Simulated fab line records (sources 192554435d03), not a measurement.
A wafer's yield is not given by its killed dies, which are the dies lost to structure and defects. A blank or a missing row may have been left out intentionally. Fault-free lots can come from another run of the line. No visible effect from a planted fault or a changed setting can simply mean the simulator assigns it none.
fab line records	flow n5Finfet
record lots=4	wafers=12	lastDay=15
route steps=1938 shown SD_EPI_N@269 SD_EPI_P@295 BEOL_M4@1111 PASSIVATION@1936
lots with no fault: from the same line, run without faults
startH: the number of hours between the record's first day and the start of the first shown wafer of the lot	waitH: hours since the lot's step before	" the same as in the row above	L1.1+2: a single row standing in for several wafers	- value missing, or start not given	* or withheld: withheld	< > ~ a bound
route shown NAME@n: NAME is a module with steps in the file, n the number in the route of the first one	usual: mean/standard deviation taken from wafers without a fault	same: alike in all rows	chamber/n: place in a boat	sites: each site's reading	_std_site: how widely they spread, as a standard deviation	_edge_site: the outer-site mean with the inner-site mean subtracted	radiusMm: for every site, how far away it sits from the centre of the wafer	mask NAME#n: copy n	behind: the tool/chamber that last shaped the wafer	hold: why the lot went on hold/how many hours it stayed there/how the hold came to an end	device: which transistor (n, p or np) failed to switch	end of line: tests of these same wafers at the route's end	for a step that has no rows: nothing shown but its recipe	killed: count of dies lost to structure and defects at first sort (not the wafer's yield)	map: per-die view of a wafer (x killed, . not killed, _ where there is no die)
set.NAME: the setting that was run; set.NAME@STEP: the one run at that earlier step	model.NAME: the simulator's own value behind a step, which no gauge read
certain route steps with their lots: each step a table, each wafer a row
services: from which hour (startH, from the record's first day; less than 0 if before it) a tool's chamber was out of use, for how many hours, and why
## steps
# step N5_SD_EPI_N_DEVELOP_08
# recipe developTimeS=30	developer=TMAH	resist=CAR-ArF-block	devTempC=23	rinseLiquid=diw	dry=airSpin
# step N5_SD_EPI_N_DESCUM_14
# recipe chemistry=O2	timeS=7.9	sourcePowerW=50	biasPowerW=20	pressureMtorr=20	rfFrequencyHz=2.712e+07	tempC=40	resist=CAR-ArF-block	o2FlowSccm=225
# step N5_SD_EPI_N_ETCH_34
# recipe chemistry=CF4	target=SiARC	targetDepthA=455	maskMaterial=CAR-ArF-block	timeS=75.8	ionEnergyEv=80	pressureMtorr=40	sourceW=545	biasW=36	Ar_flow_sccm=100	cf4FlowSccm=100	ends=cleared
# step N5_SD_EPI_N_ETCH_35
# recipe chemistry=N2/H2	target=SOC	overetchA=1080	maskMaterial=SiARC	tempC=40	ionEnergyEv=100	sourceW=3000	biasW=133	pressureMtorr=20	timeS=486	n2FlowSccm=200	h2FlowSccm=200
# step N5_SD_EPI_N_STRIP_36
# recipe chemistry=N2/H2	tempC=40	n2FlowSccm=200	h2FlowSccm=200	rfFrequencyHz=6e+07
# step N5_SD_EPI_N_ETCHBACK_44
# recipe chemistry=CH3F/O2	mode=anisotropicEtchback	target=SiNx	targetDepthA=145	stopOn=SiO2	overEtchFrac=0.3	ionEnergyEv=120	pressureMtorr=30	sourceW=395	biasW=73	Ar_flow_sccm=150	CH3F_flow_sccm=30	O2_flow_sccm=20
# step N5_SD_EPI_N_ETCH_45
# recipe chemistry=CH3F/O2	target=SiOCN	targetDepthA=60	maskMaterial=SOC	ionEnergyEv=60	biasW=29	pressureMtorr=15	sourceW=410	Ar_flow_sccm=150	CH3F_flow_sccm=30	O2_flow_sccm=20
# step N5_SD_EPI_N_ETCH_16
# recipe chemistry=CHF3/O2	target=SiO2	targetDepthA=50	maskMaterial=SOC	pressureMtorr=30	sourceW=650	biasW=170	Ar_flow_sccm=200	CHF3_flow_sccm=50	O2_flow_sccm=5	ionEnergyEv=200
# step N5_SD_EPI_N_STRIP_47
# recipe chemistry=CHF3/O2	resist=SiARC	rfFrequencyHz=6e+07
# step N5_SD_EPI_N_SD_RECESS_17
# recipe chemistry=HBr/Cl2/O2	targetDepthA=410	maskMaterial=SOC	timeS=23.7	btTimeS=3	pressureMtorr=10	icpW=800	biasW=112	HBr_flow_sccm=150	Cl2_flow_sccm=80	O2_flow_sccm=12
# usual O2_flow_sccm=12.00/0.037	drypumpMotorCurrentA=5.7/0.42	heBacksideLeakSccm=2.7/0.36	oesProductAu=0.999/0.019	rfFwdPowerW=796.0/2.7	throttleValvePct=37.1/0.38
lot.wafer	tool	chamber	startH	waitH	O2_flow_sccm	drypumpMotorCurrentA	heBacksideLeakSccm	oesProductAu	rfFwdPowerW	rfHoursCounterH	throttleValvePct	model.etch.depthNm	model.SD_EPI_N.featureDepthNm	model.Si_of_WELL_APT_EPI_41.thkNm
L525.1	rieSi-02	3	68.73	0.0	11.97	5.6	2.4	1.013	800.2	130	36.6	41.13	41.2	8.6
L525.3	"	1	"	"	11.96	6.2	2.4	1.011	797.8	112	36.7	40.48	40.4	9.2
L525.6	"	0	"	"	11.93	5.3	2.5	0.974	787.4	-	37.2	41.3	41.2	7.6
L533.1	rieSi-02	1	116.88	0.0	12.04	6.2	2.3	1.007	799.6	113	36.7	40.62	40.6	8.2
L533.3	"	2	"	"	12.02	4.9	2.7	1.005	795.7	76	37.4	40.91	41	8.2
L533.5	"	3	"	"	11.93	5.6	2.4	1.021	796.6	-	36.5	50.68	50.6	4.2
L534.3	rieSi-04	0	123.64	0.0	12.02	6.0	2.4	0.977	796.5	126	37.3	40.1	40	9.8
L534.5	"	2	"	"	12.01	6.0	3.2	1.015	795.5	-	37.7	40.76	40.8	9.2
L534.6	"	1	"	"	11.99	5.8	2.6	0.967	794.2	-	37.3	40.99	41	9.2
L536.1	rieSi-02	0	133.95	0.0	12.05	5.3	2.6	0.975	794.9	5	37.2	40.88	40.8	8.2
L536.4	"	3	"	"	12.01	5.6	2.4	1.013	794.7	131	36.5	50.3	50.2	4.2
L536.5	"	0	"	"	12.06	5.3	2.4	0.986	790.7	-	37.1	50.64	50.6	4.2
# step N5_SD_EPI_N_STRIP_38
# recipe chemistry=N2/H2	powerW=1000	tempC=250	h2Frac=0.65	overashFraction=0.3	pressureMtorr=withheld	n2FlowSccm=1750	h2FlowSccm=3250
# step N5_SD_EPI_N_WET_ETCH_43
# recipe chemistry=dHF	dilution=withheld	timeS=14	target=SiO2	targetDepthA=15	tempC=25
# step N5_SD_EPI_N_STRIP_18
# recipe chemistry=SPM	timeS=750	tempC=130	h2so4H2o2VolRatio=4
lot.wafer	tool	chamber	startH	waitH	model.Si_of_WELL_APT_EPI_41.thkNm
L525.1	wetBench-02	1	68.92	0.0	8.4
L525.3	"	6	"	"	8.8
L525.6	"	3	"	"	7.2
L533.1+3	wetBench-03	7,1	117.07	0.0	7.8
L533.5	"	6	"	"	4
L534.3	wetBench-03	5	123.84	0.0	9.6
L534.5	"	7	"	"	9
L534.6	"	6	"	"	8.8
L536.1	wetBench-03	3	134.14	0.0	7.8
L536.4+5	"	2,0	"	"	4
# step N5_SD_EPI_N_SRD_20
# recipe dry=ipaMarangoni	doPpb=5	timeS=30	tempC=23	rinseLiquid=diw
# step N5_SD_EPI_N_PRECLEAN_48
# recipe chemistry=NF3:NH3	afsCycles=2	tempC=30	timeS=20	sublimationTempC=180	sublimationTimeS=60	pressureTorr=3	rfPowerW=30
# step N5_SD_EPI_N_VAPOR_ETCH_50
# recipe chemistry=HCl	target=Si	tempC=775	timeS=54	pressureTorr=20	mode=isotropic
# step N5_SD_EPI_N_EPI_21
# recipe material=Si:P	dopant=P	tempC=680	pressureTorr=255	timeS=690
# step N5_SD_EPI_N_PRECLEAN_24
# recipe chemistry=O3/DIW	timeS=60	tempC=22	o3Ppm=10
# step N5_SD_EPI_N_SRD_25
# recipe timeS=30	tempC=23	rinseLiquid=diw	dry=ipaMarangoni
# step N5_SD_EPI_N_PRECLEAN_49
# recipe chemistry=NF3:NH3	afsCycles=1	tempC=30	timeS=20	sublimationTempC=180	sublimationTimeS=60	pressureTorr=3	rfPowerW=30
# step N5_SD_EPI_N_LINER_46
# recipe material=SiNx	targetThkA=30	tempC=400	aldPrecursorFamily=SiH2I2	aldCoReactant=N2/H2-plasma	pressureTorr=2
# step N5_SD_EPI_P_COAT_34
# recipe resist=SOC	tempC=250	timeS=60	spinRpm=1500	resistThkNm=350
# step N5_SD_EPI_P_COAT_35
# recipe resist=SiARC	tempC=220	timeS=60	spinRpm=1500	resistThkNm=35
# step N5_SD_EPI_P_COAT_03
# recipe resist=CAR-ArF-block	spinRpm=1500	resistThkNm=150
# step N5_SD_EPI_P_EBR_05
# recipe solvent=PGMEA	ebrWidthMm=1.5
# step N5_SD_EPI_P_SOFTBAKE_04
# recipe tempC=110	timeS=60	resist=CAR-ArF-block
# step N5_SD_EPI_P_EXPOSE_06
# recipe maskId=SD_P_BLK	na=1.35	sourceShape=conventional	sigmaOuter=0.8	polarization=unpolarized	targetCdNm=240	doseMj=39.5
# step N5_SD_EPI_P_PEB_07
# recipe pebTempC=110	pebTimeS=60	resist=CAR-ArF-block
# step N5_SD_EPI_P_DEVELOP_08
# recipe developTimeS=30	developer=TMAH	resist=CAR-ArF-block	devTempC=23	rinseLiquid=diw	dry=airSpin
# step N5_SD_EPI_P_DESCUM_14
# recipe chemistry=O2	timeS=7.9	sourcePowerW=50	biasPowerW=20	pressureMtorr=20	rfFrequencyHz=2.712e+07	tempC=40	resist=CAR-ArF-block	o2FlowSccm=225
# step N5_SD_EPI_P_ETCH_36
# recipe chemistry=CF4	target=SiARC	targetDepthA=455	maskMaterial=CAR-ArF-block	timeS=75.8	ionEnergyEv=80	pressureMtorr=40	sourceW=545	biasW=36	Ar_flow_sccm=100	cf4FlowSccm=100	ends=cleared
# step N5_SD_EPI_P_ETCH_37
# recipe chemistry=N2/H2	target=SOC	overetchA=1080	maskMaterial=SiARC	tempC=40	ionEnergyEv=100	sourceW=3000	biasW=133	pressureMtorr=20	timeS=486	n2FlowSccm=200	h2FlowSccm=200	ends=endPoint
# step N5_SD_EPI_P_STRIP_38
# recipe chemistry=N2/H2	tempC=40	n2FlowSccm=200	h2FlowSccm=200	rfFrequencyHz=6e+07
# step N5_SD_EPI_P_ETCHBACK_46
# recipe chemistry=CH3F/O2	mode=anisotropicEtchback	target=SiNx	targetDepthA=175	stopOn=SiO2	overEtchFrac=0.3	ionEnergyEv=120	pressureMtorr=30	sourceW=395	biasW=73	Ar_flow_sccm=150	CH3F_flow_sccm=30	O2_flow_sccm=20
# step N5_BEOL_M4_RC_MEAS_101
# usual CJ_N=4.32/0.07	DIBL_N=35.8/1.5	DIBL_P=35.9/1.8	IOFF_N=0.152/0.025	IOFF_N_85C=3.0/0.42	IOFF_N_LIN=0.071/0.0099	IOFF_N_LONG=5.52e-05/2.7e-06	IOFF_P=0.21/0.031	ION_N=672/11	ION_P=462/7.4	SS_N=71.5/0.52	SS_P=73.2/0.54	VT_N=250/3	VT_P=-250/3.3
lot.wafer	tool	chamber	startH	waitH	CJ_N	DIBL_N[mV/V]	DIBL_P[mV/V]	IOFF_N[nA/um]	IOFF_N_85C[nA/um]	IOFF_N_LIN[nA/um]	IOFF_N_LONG[nA/um]	IOFF_P[nA/um]	ION_N[uA/um]	ION_P[uA/um]	SS_N[mV/dec]	SS_P[mV/dec]	VT_N[mV]	VT_P[mV]
L525.1	prober-01	0	178.53	0.0	4.38	35.7	33.7	0.129	2.6	0.062	4.94e-05	0.16	669	461	71.3	72.9	254	-256
L525.3	"	0	"	"	4.33	37.3	35.2	0.144	2.9	0.067	4.9e-05	0.18	661	450	70.8	73.3	252	-254
L525.6	"	0	"	"	4.41	36.7	33.4	0.127	2.6	0.060	4.96e-05	0.15	661	450	71.7	73.0	255	-257
L534.3	prober-01	0	237.07	0.3	4.21	35.1	35.8	0.145	3.0	0.071	5.42e-05	0.19	674	462	71.6	74.0	250	-249
L534.5	"	0	"	"	4.26	34.8	35.1	0.134	2.8	0.067	5.52e-05	0.18	676	461	71.4	73.3	252	-253
L534.6	"	0	"	"	4.28	36.6	37.9	0.180	3.5	0.084	5.47e-05	0.22	681	470	71.3	74.0	247	-252
L533.1	prober-02	0	239.91	0.0	4.40	36.5	35.2	0.162	3.1	0.075	5.76e-05	0.21	666	460	70.8	73.9	248	-250
L533.3	"	0	"	"	4.42	38.4	38.1	0.206	3.8	0.091	5.69e-05	0.26	677	467	72.6	73.8	246	-250
L533.5	"	0	"	"	5.01	62.3	34.5	5.897	63.7	0.141	6.42e-05	0.20	701	460	121.7	73.1	246	-251
L536.1	prober-01	0	246.32	0.0	4.28	35.7	35.7	0.149	2.9	0.072	5.68e-05	0.20	672	463	71.2	73.1	250	-252
L536.4	"	0	"	"	4.95	61.0	33.1	4.989	54.2	0.130	6.25e-05	0.17	693	451	121.3	72.5	247	-255
L536.5	"	0	"	"	5.00	52.2	34.6	2.616	31.6	0.113	6.36e-05	0.18	707	467	104.2	72.9	246	-254
# step N5_PASSIVATION_PROBE_49
# usual defectLimitedYield=91.7/1.7	killed_at_M0_to_M3=34/10	killed_at_M4_up=13/5.1	killedAtContacts=12/6.2	killedAtFrontEnd=36/12	killedAtOther=3.2/2.6	killedDies=98/20	killedOpen=65/13	killedShort=32/8.4	sort_bin_4_leakage=0/0	sort_bin_5_function=4.8/1.1	sort_bin_6_memory=3.2/0.74	sortNPass=1082/20	sortYieldPct=91.7/1.7
# same grossDies=1180	killedAtBackSide=0	sort_bin_8_speed[%]=0
lot.wafer	tool	chamber	startH	waitH	defectLimitedYield[%]	killed_at_M0_to_M3	killed_at_M4_up	killedAtContacts	killedAtFrontEnd	killedAtOther	killedDies	killedOpen	killedShort	sort_bin_4_leakage[%]	sort_bin_5_function[%]	sort_bin_6_memory[%]	sortNPass	sortYieldPct[%]
L525.1	prober-02	-	280.81	0.0	93.4	23	14	14	19	8	78	52	26	0	4.0	2.3	1102	93.4
L525.3	prober-02	-	280.91	0.1	92.2	31	7	14	35	5	92	56	36	0	4.4	2.9	1088	92.2
L525.6	prober-02	-	281.06	0.3	91.6	32	18	20	14	15	99	66	33	0	5.5	2.5	1081	91.6
L534.3	prober-01	-	339.92	0.1	94.6	14	9	8	30	3	64	45	19	0	3.1	2.3	1116	94.6
L534.5	prober-01	-	340.02	0.2	92.7	23	8	16	36	3	86	60	26	0	4.2	2.7	1094	92.7
L534.6	prober-01	-	340.07	0.3	94.0	21	11	3	30	6	71	50	21	0	3.7	2.0	1109	94.0
L533.1	prober-01	-	340.42	0.0	92.8	27	15	14	26	3	85	60	24	0	4.3	2.7	1095	92.8
L533.3	prober-01	-	340.52	0.1	93.9	24	18	9	21	0	72	48	22	0	2.7	3.1	1108	93.9
L533.5	prober-01	-	340.62	0.2	91.2	31	14	14	42	3	104	52	43	91.19	4.6	3.3	0	0
L536.1	prober-02	-	353.79	0.0	90.0	36	11	17	50	4	118	75	43	0	5.7	4.1	1062	90.0
L536.4	prober-02	-	353.94	0.2	90.8	47	11	7	40	3	108	78	30	90.85	4.9	4.1	0	0
L536.5	prober-02	-	353.99	0.2	90.6	45	13	12	39	2	111	79	32	90.59	6.9	2.5	0	0
# killed by level:class
L525.1 MOL_CONTACT_COAG:geometricParticle:open=10 BEOL_M4:geometricParticle:open=6 DUMMY_GATE:geometricParticle:open=5 BEOL_M0:geometricParticle:open=4 MOL_CONTACT_COAG:geometricParticle:short=4 BEOL_M0_SAQP:geometricParticle:short=4 BEOL_M2:geometricParticle:open=4 STI_FIN_REVEAL:geometricParticle:open=3
L525.3 MOL_CONTACT_COAG:geometricParticle:open=13 BEOL_M0_SAQP:geometricParticle:short=11 FIN_SAQP:geometricParticle:short=8 FIN_SAQP:geometricParticle:open=8 BEOL_M2:geometricParticle:open=6 BEOL_M0_SAQP:geometricParticle:open=5 STI_FIN_REVEAL:geometricParticle:open=3 DUMMY_GATE:geometricParticle:open=3
L525.6 MOL_CONTACT_COAG:geometricParticle:open=18 BEOL_M4:geometricParticle:open=12 BEOL_M0_SAQP:geometricParticle:short=10 BEOL_M0_SAQP:geometricParticle:open=7 BEOL_M1:geometricParticle:open=5 MIM_TOP:geometricParticle:open=4 STARTING-WAFER:geometricParticle:short=4 MIM_TOP:geometricParticle:short=3
L534.3 STI_FIN_REVEAL:geometricParticle:open=11 BEOL_M2:geometricParticle:open=9 MOL_CONTACT_COAG:geometricParticle:open=5 STI_FIN_REVEAL:geometricParticle:short=3 MOL_CONTACT_COAG:geometricParticle:short=3 BEOL_M8:geometricParticle:open=3 FIN_SAQP:geometricParticle:open=2 FIN_SAQP:geometricParticle:short=2
L534.5 MOL_CONTACT_COAG:geometricParticle:open=13 STI_FIN_REVEAL:geometricParticle:open=9 GATE_CUT:geometricParticle:short=6 BEOL_M3:geometricParticle:open=6 FIN_SAQP:geometricParticle:short=4 GATE_CUT:geometricParticle:open=4 MOL_CONTACT_COAG:geometricParticle:short=3 BEOL_M1:geometricParticle:open=3
L534.6 STI_FIN_REVEAL:geometricParticle:open=19 BEOL_M0_SAQP:geometricParticle:open=4 BEOL_M1:geometricParticle:open=4 BEOL_M3:geometricParticle:open=4 BEOL_M0_SAQP:geometricParticle:short=3 BEOL_M1:geometricParticle:short=3 BEOL_M5:geometricParticle:open=3 FIN_SAQP:geometricParticle:open=2
L533.1 MOL_CONTACT_COAG:geometricParticle:open=12 BEOL_M4:geometricParticle:open=10 BEOL_M0_SAQP:geometricParticle:open=7 STARTING-WAFER:geometricParticle:open=5 BEOL_M3:geometricParticle:short=5 FIN_SAQP:geometricParticle:open=4 BEOL_M0_SAQP:geometricParticle:short=4 FIN_CUT:geometricParticle:open=3
L533.3 BEOL_M4:geometricParticle:open=8 MOL_CONTACT_COAG:geometricParticle:open=6 BEOL_M4:geometricParticle:short=6 GATE_CUT:geometricParticle:open=5 BEOL_M0:geometricParticle:short=5 BEOL_M0:geometricParticle:open=5 BEOL_M1:geometricParticle:open=5 STI_FIN_REVEAL:geometricParticle:open=4
L533.5 BEOL_M0_SAQP:geometricParticle:short=12 MOL_CONTACT_COAG:geometricParticle:open=10 FIN_SAQP:geometricParticle:short=9 BEOL_M0_SAQP:geometricParticle:open=9 HKMG_FIN:areaEtch=8 FIN_SAQP:geometricParticle:open=7 BEOL_M4:geometricParticle:open=5 MOL_CONTACT_COAG:geometricParticle:short=4
L536.1 FIN_SAQP:geometricParticle:short=13 MOL_CONTACT_COAG:geometricParticle:open=13 BEOL_M0_SAQP:geometricParticle:open=11 FIN_SAQP:geometricParticle:open=10 STI_FIN_REVEAL:geometricParticle:open=10 BEOL_M0_SAQP:geometricParticle:short=10 DUMMY_GATE:geometricParticle:open=8 BEOL_M4:geometricParticle:open=7
L536.4 BEOL_M1:geometricParticle:open=13 FIN_SAQP:geometricParticle:open=11 BEOL_M0_SAQP:geometricParticle:short=9 BEOL_M2:geometricParticle:open=9 STI_FIN_REVEAL:geometricParticle:open=8 BEOL_M0_SAQP:geometricParticle:open=8 FIN_SAQP:geometricParticle:short=7 MOL_CONTACT_COAG:geometricParticle:open=6
L536.5 BEOL_M3:geometricParticle:open=13 MOL_CONTACT_COAG:geometricParticle:open=10 FIN_SAQP:geometricParticle:open=7 BEOL_M0_SAQP:geometricParticle:open=7 BEOL_M2:geometricParticle:open=7 BEOL_M0_SAQP:geometricParticle:short=6 STI_FIN_REVEAL:geometricParticle:open=5 BEOL_M1:geometricParticle:open=5
# map L533.5 (x killed, . not)
_________________.....x......________________
______________........x....x...._____________
___________.............x......xx..__________
__________..................x....x.._________
________.......x.x...................._______
_______...xx............x.............x______
______...................x........x....._____
_____............x...x..................x____
____....x...............x...x.............___
___...........x....x.............x.........__
___........x...............x..x...........x__
__x..........x..................x..........._
__..................x......x.....x...x......_
_...x.....x...............................x..
_................x........................x..
_...x.................x......................
_...x................x...x.........x.........
_.xx..........x............x.........x...x...
_...........x.....x....................x....x
_...................x........................
_.....x....x.x.......................x....x..
__x.xx.......x.x.x...........x.x...x........_
__.xx..............x..........x............._
___...........................x........x..x__
___......x.......x..........x......x.x.....__
____......................................___
_____xx.x........x......x................____
______.x......x....................x...._____
_______..x.................x...........______
________...........x....x....x..x....._______
__________.x...........x............_________
___________.....x..................__________
______________x...............x._____________
_________________....x.......________________
# map L536.1 (x killed, . not)
_________________............________________
______________.x.....x.......x.._____________
___________........x...............__________
__________.......................x.._________
________......x..........x..x.......xx_______
_______.......x....x.x..........x......______
______.............x.x.......x........x._____
_____........x.................x...x.....____
____..............x..x........x....x......___
___.........x................x......x......__
___....x....x..................x..........x__
__x......x.............x....x..............x_
__..........x.......x......................._
_......x........x..........................x.
_.x...........x.........x.....x.........x....
_...x...x.x..........x......x........xx......
_......................x............x........
_...x.....x..x....x....x..........x..........
_......x.x......xx....................x...x..
_.....x.............x.........x..............
_.x...x......x..x.x..............x...........
__............x..........x....x............._
__..........................x.....x........._
___.x...........................x..........__
___.x...x.x..........xx................x.x.__
____..x............................x...x..___
_____.........x...............x..........____
______......x...x...x.x....x.......x...x_____
_______..x.............................______
________.......x.x................x..._______
__________.....xx.......x.....x....._________
___________....x............xx.....__________
______________...x...x.........._____________
_________________....x.....x.________________
## services
tool	chamber	startH	hours	kind
wetBench-03	-	50.85	2.6	repair
rieSi-02	-	83.60	2.8	pm
wetBench-02	-	132.77	1.5	repair
## key
firstSign step=N5_BEOL_M4_RC_MEAS_101	reading=IOFF_N	direction=up	sigmas=99+	usual=0.152	struck=4.501
effect step=N5_BEOL_M4_RC_MEAS_101	reading=IOFF_N_85C	direction=up	sigmas=99+	usual=3.0	struck=49.8
effect step=N5_BEOL_M4_RC_MEAS_101	reading=SS_N	direction=up	sigmas=86	usual=71.5	struck=115.8
effect step=N5_BEOL_M4_RC_MEAS_101	reading=DIBL_N	direction=up	sigmas=15	usual=35.8	struck=58.5
effect step=N5_BEOL_M4_RC_MEAS_101	reading=CJ_N	direction=up	sigmas=9.5	usual=4.32	struck=4.98
effect step=N5_BEOL_M4_RC_MEAS_101	reading=IOFF_N_LIN	direction=up	sigmas=5.7	usual=0.071	struck=0.128
effect step=N5_BEOL_M4_RC_MEAS_101	reading=IOFF_N_LONG	direction=up	sigmas=3	usual=5.52e-05	struck=6.34e-05
effect step=N5_BEOL_M4_RC_MEAS_101	reading=ION_N	direction=up	sigmas=2.5	usual=672	struck=700
effect step=N5_PASSIVATION_PROBE_49	reading=sort_bin_4_leakage	direction=up	sigmas=99+	usual=0	struck=90.88
modelEffect step=N5_SD_EPI_N_SD_RECESS_17	value=etch.depthNm	without=40.75	struck=50.54
modelEffect step=N5_SD_EPI_N_STRIP_18	value=Si_of_WELL_APT_EPI_41.thkNm	without=8.133	struck=4
metAt N5_SD_EPI_N_SD_RECESS_17
struckWafers L533.5,L536.4,L536.5
onsetBetween 68.73 116.88
fault kind=processParameterDrift	tool=rieSi-02	chamber=-	onsetH=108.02	steps=N5_SD_EPI_N_SD_RECESS_17	channel=timeS	offset=*	shape=step	endH=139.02	scope=struckWafersOnly	actsIn=*	stated=*
